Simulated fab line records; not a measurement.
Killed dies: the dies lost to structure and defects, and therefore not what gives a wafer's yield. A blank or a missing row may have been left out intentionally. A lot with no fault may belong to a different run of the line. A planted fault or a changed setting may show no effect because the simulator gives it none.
Matching of chambers    flow n5-finfet    N5_GATE_CUT_ETCH_28 on rie-diel-02 has 4 sister chambers
The step etches underlayer in N2/H2, target depth 13 nm, time 10.4 s. 24 wafers are shown with their chamber, then 12 later ones without.

== WAFERS WITH THEIR CHAMBER ==
wafer   chamber  drypump-motor-current-A (A)  showerhead-plenum-p-Torr (Torr)  throttle-valve-pct (%)
L074.2  2        5.0                          2.54                             17.73
L074.3  1        6.2                          2.61                             17.62
L074.4  3        5.9                          2.45                             17.98
L079.1  3        5.9                          2.44                             18.01
L079.2  2        4.9                          2.53                             17.73
L079.3  0        5.7                          2.54                             17.68
L079.4  0        5.7                          2.54                             17.69
L079.5  3        5.9                          2.44                             18.00
L079.6  2        4.9                          2.53                             17.77
L084.3  2        5.0                          2.53                             17.79
L084.5  2        5.0                          2.53                             17.77
L084.6  1        6.1                          2.61                             17.63
L085.1  0        5.8                          2.53                             17.72
L085.2  3        5.9                          2.44                             18.03
L085.5  1        6.2                          2.61                             17.65
L086.1  2        5.0                          2.53                             17.79
L086.3  1        6.2                          2.60                             17.65
L086.4  0        5.8                          2.53                             17.73
L091.1  3        5.9                          2.43                             18.04
L091.2  0        5.8                          2.53                             17.71
L091.3  1        6.2                          2.60                             17.66
L091.4  3        5.9                          2.43                             18.04
L091.5  0        5.7                          2.53                             17.74
L091.6  1        6.2                          2.60                             17.66

SIGNATURES, as means of the wafers listed above
reading                   chamber 0  chamber 1  chamber 2  chamber 3  scatter within a chamber
drypump-motor-current-A   5.750      6.183      4.967      5.900      0.0428
showerhead-plenum-p-Torr  2.5333     2.6050     2.5317     2.4383     0.0057
throttle-valve-pct        17.7117    17.6450    17.7633    18.0167    0.0231
Rule: distance of a wafer from a chamber = root of the sum over the readings of ((wafer's reading minus chamber's mean) / reading's scatter) squared. If the next closest chamber is less than 2 further off than the closest, the wafer can't be placed; otherwise it belongs to the closest. The scatter: take each reading less its chamber's mean, square it, sum over the shown wafers, divide by the number of wafers less the number of chambers, and take the root.

== WAFERS WITH NO CHAMBER GIVEN ==
wafer   drypump-motor-current-A (A)  showerhead-plenum-p-Torr (Torr)  throttle-valve-pct (%)
L095.2  5.8                          2.53                             17.75
L095.3  6.2                          2.60                             17.68
L095.5  5.9                          2.43                             18.06
L096.2  6.1                          2.60                             17.67
L096.4  5.9                          2.43                             18.05
L096.6  5.7                          2.52                             17.74
L097.1  5.9                          2.43                             18.06
L097.2  5.8                          2.52                             17.76
L097.3  6.2                          2.60                             17.69
L097.4  5.0                          2.52                             17.82
L097.5  5.9                          2.43                             18.07
L097.6  5.8                          2.52                             17.74

== THE CHAMBER EACH PASSED THROUGH ==
wafer   from the rows above  in truth
L095.2  0                    0
L095.3  1                    1
L095.5  3                    3
L096.2  1                    1
L096.4  3                    3
L096.6  0                    0
L097.1  3                    3
L097.2  0                    0
L097.3  1                    1
L097.4  2                    2
L097.5  3                    3
L097.6  0                    0
Placed correctly: 12 of 12. Can't be placed from these rows: 0. 0 placed wrongly.
